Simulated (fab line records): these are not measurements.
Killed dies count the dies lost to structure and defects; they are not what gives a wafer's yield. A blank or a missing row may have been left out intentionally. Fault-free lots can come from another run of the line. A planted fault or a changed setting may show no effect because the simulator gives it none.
Matching of chambers / flow n5_finfet / N5_BEOL_M3_DESCUM_16 on rie_diel-02: 4 sister chambers
The step chemistry O2, time 7 s. 16 wafers are shown with their chamber, then 8 later ones without.

WAFERS WITH THEIR CHAMBER
wafer=L079.2; chamber=3; showerhead_plenum_p_Torr (Torr)=2.09; throttle_valve_pct (%)=20.53; oes_product_au (a.u.)=0.75
wafer=L079.3; chamber=0; showerhead_plenum_p_Torr (Torr)=2.15; throttle_valve_pct (%)=20.42; oes_product_au (a.u.)=0.69
wafer=L079.4; chamber=2; showerhead_plenum_p_Torr (Torr)=2.02; throttle_valve_pct (%)=20.31; oes_product_au (a.u.)=0.79
wafer=L081.1; chamber=1; showerhead_plenum_p_Torr (Torr)=2.20; throttle_valve_pct (%)=20.80; oes_product_au (a.u.)=0.79
wafer=L081.4; chamber=3; showerhead_plenum_p_Torr (Torr)=2.09; throttle_valve_pct (%)=20.53; oes_product_au (a.u.)=0.75
wafer=L081.6; chamber=0; showerhead_plenum_p_Torr (Torr)=2.14; throttle_valve_pct (%)=20.44; oes_product_au (a.u.)=0.70
wafer=L083.2; chamber=2; showerhead_plenum_p_Torr (Torr)=2.02; throttle_valve_pct (%)=20.33; oes_product_au (a.u.)=0.77
wafer=L083.5; chamber=3; showerhead_plenum_p_Torr (Torr)=2.09; throttle_valve_pct (%)=20.55; oes_product_au (a.u.)=0.75
wafer=L083.6; chamber=0; showerhead_plenum_p_Torr (Torr)=2.14; throttle_valve_pct (%)=20.43; oes_product_au (a.u.)=0.69
wafer=L082.1; chamber=0; showerhead_plenum_p_Torr (Torr)=2.14; throttle_valve_pct (%)=20.44; oes_product_au (a.u.)=0.69
wafer=L082.4; chamber=2; showerhead_plenum_p_Torr (Torr)=2.02; throttle_valve_pct (%)=20.33; oes_product_au (a.u.)=0.77
wafer=L082.5; chamber=0; showerhead_plenum_p_Torr (Torr)=2.14; throttle_valve_pct (%)=20.40; oes_product_au (a.u.)=0.70
wafer=L084.1; chamber=2; showerhead_plenum_p_Torr (Torr)=2.02; throttle_valve_pct (%)=20.34; oes_product_au (a.u.)=0.76
wafer=L084.4; chamber=2; showerhead_plenum_p_Torr (Torr)=2.02; throttle_valve_pct (%)=20.35; oes_product_au (a.u.)=0.76
wafer=L084.5; chamber=3; showerhead_plenum_p_Torr (Torr)=2.08; throttle_valve_pct (%)=20.56; oes_product_au (a.u.)=0.73
wafer=L088.1; chamber=3; showerhead_plenum_p_Torr (Torr)=2.08; throttle_valve_pct (%)=20.57; oes_product_au (a.u.)=0.73

SIGNATURES, as means of the wafers listed above
reading=showerhead_plenum_p_Torr; chamber 0=2.1420; chamber 1=2.2000; chamber 2=2.0200; chamber 3=2.0860; scatter within a chamber=0.00408
reading=throttle_valve_pct; chamber 0=20.4260; chamber 1=20.8000; chamber 2=20.3320; chamber 3=20.5480; scatter within a chamber=0.0165
reading=oes_product_au; chamber 0=0.6940; chamber 1=0.7900; chamber 2=0.7700; chamber 3=0.7420; scatter within a chamber=0.01
Rule: distance of a wafer from a chamber = root of the sum over the readings of ((wafer's reading minus chamber's mean) / reading's scatter) squared. The wafer belongs to the nearest chamber; if the next one is less than 2 further off, it can't be placed. The scatter is the square root of a quotient: the sum, over the shown wafers, of each reading's squared deviation from its chamber's mean, divided by wafers minus chambers.

WAFERS WITHOUT THEIR CHAMBER
wafer=L088.2; showerhead_plenum_p_Torr (Torr)=2.01; throttle_valve_pct (%)=20.35; oes_product_au (a.u.)=0.75
wafer=L088.6; showerhead_plenum_p_Torr (Torr)=2.01; throttle_valve_pct (%)=20.36; oes_product_au (a.u.)=0.76
wafer=L091.1; showerhead_plenum_p_Torr (Torr)=2.14; throttle_valve_pct (%)=20.07; oes_product_au (a.u.)=0.97
wafer=L091.4; showerhead_plenum_p_Torr (Torr)=2.20; throttle_valve_pct (%)=20.83; oes_product_au (a.u.)=0.77
wafer=L091.6; showerhead_plenum_p_Torr (Torr)=2.08; throttle_valve_pct (%)=20.58; oes_product_au (a.u.)=0.73
wafer=L094.1; showerhead_plenum_p_Torr (Torr)=2.14; throttle_valve_pct (%)=20.06; oes_product_au (a.u.)=0.95
wafer=L094.4; showerhead_plenum_p_Torr (Torr)=2.01; throttle_valve_pct (%)=20.36; oes_product_au (a.u.)=0.76
wafer=L094.6; showerhead_plenum_p_Torr (Torr)=2.20; throttle_valve_pct (%)=20.83; oes_product_au (a.u.)=0.77

CHAMBER TAKEN BY EACH
wafer=L088.2; from the rows above=2; in truth=2
wafer=L088.6; from the rows above=2; in truth=2
wafer=L091.1; from the rows above=0; in truth=0
wafer=L091.4; from the rows above=1; in truth=1
wafer=L091.6; from the rows above=3; in truth=3
wafer=L094.1; from the rows above=0; in truth=0
wafer=L094.4; from the rows above=2; in truth=2
wafer=L094.6; from the rows above=1; in truth=1
Placed correctly: 8 of 8. Left unplaced by these rows: 0. Number placed wrongly: 0.
